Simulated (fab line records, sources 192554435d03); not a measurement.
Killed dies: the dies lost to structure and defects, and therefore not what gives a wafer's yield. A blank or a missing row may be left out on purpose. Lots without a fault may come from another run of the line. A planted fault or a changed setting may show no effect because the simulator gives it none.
Matching of chambers -- flow n5_finfet -- rie_si-06 running N5_DUMMY_GATE_ETCH_23: 4 sister chambers
The step etches poly-Si in HBr/Cl2/O2, target depth 41 nm, time 22.3 s. 8 wafers are shown with their chamber, then 9 later ones without.

WAFERS, EACH WITH ITS CHAMBER
wafer,chamber,drypump_motor_current_A (A),oes_product_au (a.u.)
L078.1,1,6.2,0.973
L083.4,2,4.9,1.009
L086.1,2,4.9,1.018
L086.2,0,5.3,1.031
L086.4,3,5.0,0.970
L091.1,1,6.2,0.977
L091.3,0,5.3,1.045
L091.4,3,5.1,0.969

WAFERS WHOSE CHAMBER IS MISSING
wafer,drypump_motor_current_A (A),oes_product_au (a.u.)
L092.2,6.2,0.970
L092.4,5.0,0.966
L092.6,4.9,1.007
L094.2,5.3,1.029
L094.3,6.2,0.961
L094.5,6.2,0.975
L095.1,4.9,1.018
L095.2,5.0,0.956
L095.4,6.2,0.973

WHICH CHAMBER EACH WENT THROUGH
wafer,from the rows above,in truth
L092.2,1,1
L092.4,3,3
L092.6,2,2
L094.2,0,0
L094.3,1,1
L094.5,1,1
L095.1,2,2
L095.2,3,3
L095.4,1,1
Correctly placed: 9 of 9. Not placeable from these rows: 0. Number placed wrongly: 0.
How it was worked out, from the rows above alone: a wafer's distance from a chamber is the root of the sum, over the readings, of the square of ((its reading less the chamber's mean) divided by the reading's scatter). The wafer belongs to the nearest chamber; if the next one is less than 2 further off, it can't be placed. Each chamber's mean is taken over the wafers shown for it. The scatter: the root of (the sum of the squares of (reading less its chamber's mean) over the shown wafers, divided by (wafers less chambers)).
